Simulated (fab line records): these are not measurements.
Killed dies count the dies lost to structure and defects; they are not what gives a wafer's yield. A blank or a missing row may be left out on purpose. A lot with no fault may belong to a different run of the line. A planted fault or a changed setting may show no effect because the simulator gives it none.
Chamber matching | flow nandHarc | rieDiel-08 running NHARC_A_CHANNEL_FILL_D1_STRIP_28: 4 sister chambers
The step strips in O2, time 20 s. 16 wafers are shown with their chamber, then 8 later ones without.

== WAFERS, EACH WITH ITS CHAMBER ==
wafer  | chamber | drypumpMotorCurrentA (A) | rfVppV (V) | oesProductAu (a.u.)
L074.2 | 2       | 6.2                      | 58.1       | 0.996
L074.3 | 3       | 5.9                      | 57.4       | 0.992
L074.6 | 0       | 6.4                      | 58.9       | 0.999
L075.3 | 0       | 6.4                      | 59.0       | 0.987
L075.4 | 2       | 6.3                      | 59.0       | 0.979
L075.5 | 3       | 5.9                      | 58.0       | 1.000
L077.3 | 1       | 6.5                      | 57.5       | 1.001
L077.5 | 2       | 6.3                      | 58.0       | 0.988
L077.6 | 3       | 5.9                      | 56.8       | 0.991
L081.1 | 0       | 6.4                      | 58.0       | 1.018
L081.2 | 2       | 6.3                      | 57.7       | 0.994
L081.6 | 0       | 6.4                      | 58.4       | 1.001
L083.2 | 0       | 6.4                      | 58.1       | 0.999
L083.3 | 1       | 6.5                      | 60.0       | 1.002
L083.4 | 2       | 6.3                      | 59.4       | 0.998
L087.2 | 1       | 6.5                      | 59.1       | 0.996

SIGNATURES (averages over the wafers above)
reading              | chamber 0 | chamber 1 | chamber 2 | chamber 3 | scatter within a chamber
drypumpMotorCurrentA | 6.400     | 6.500     | 6.280     | 5.900     | 0.0258
rfVppV               | 58.480    | 58.867    | 58.440    | 57.400    | 0.755
oesProductAu         | 1.00080   | 0.99967   | 0.99100   | 0.99433   | 0.00816
Rule: for a wafer and a chamber, the distance is found by dividing, reading by reading, the gap between the wafer's reading and the chamber's mean by the reading's scatter, squaring, summing and taking the root. If the next closest chamber is less than 2 further off than the closest, the wafer can't be placed; otherwise it belongs to the closest. The scatter: the root of (the sum of the squares of (reading less its chamber's mean) over the shown wafers, divided by (wafers less chambers)).

== WAFERS WITH NO CHAMBER GIVEN ==
wafer  | drypumpMotorCurrentA (A) | rfVppV (V) | oesProductAu (a.u.)
L087.3 | 6.3                      | 59.3       | 0.995
L087.5 | 6.5                      | 57.9       | 0.990
L088.2 | 6.5                      | 59.1       | 0.997
L088.4 | 6.4                      | 59.2       | 0.991
L088.5 | 5.9                      | 58.6       | 0.983
L095.3 | 6.4                      | 57.8       | 0.999
L095.5 | 6.4                      | 57.9       | 1.009
L095.6 | 6.5                      | 59.4       | 0.994

== CHAMBER TAKEN BY EACH ==
wafer  | from the rows above | in truth
L087.3 | 2                   | 2
L087.5 | 1                   | 1
L088.2 | 1                   | 1
L088.4 | 0                   | 0
L088.5 | 3                   | 3
L095.3 | 0                   | 0
L095.5 | 0                   | 0
L095.6 | 1                   | 1
8 of 8 placed correctly. Number that these rows cannot place: 0. Placed wrongly: 0.
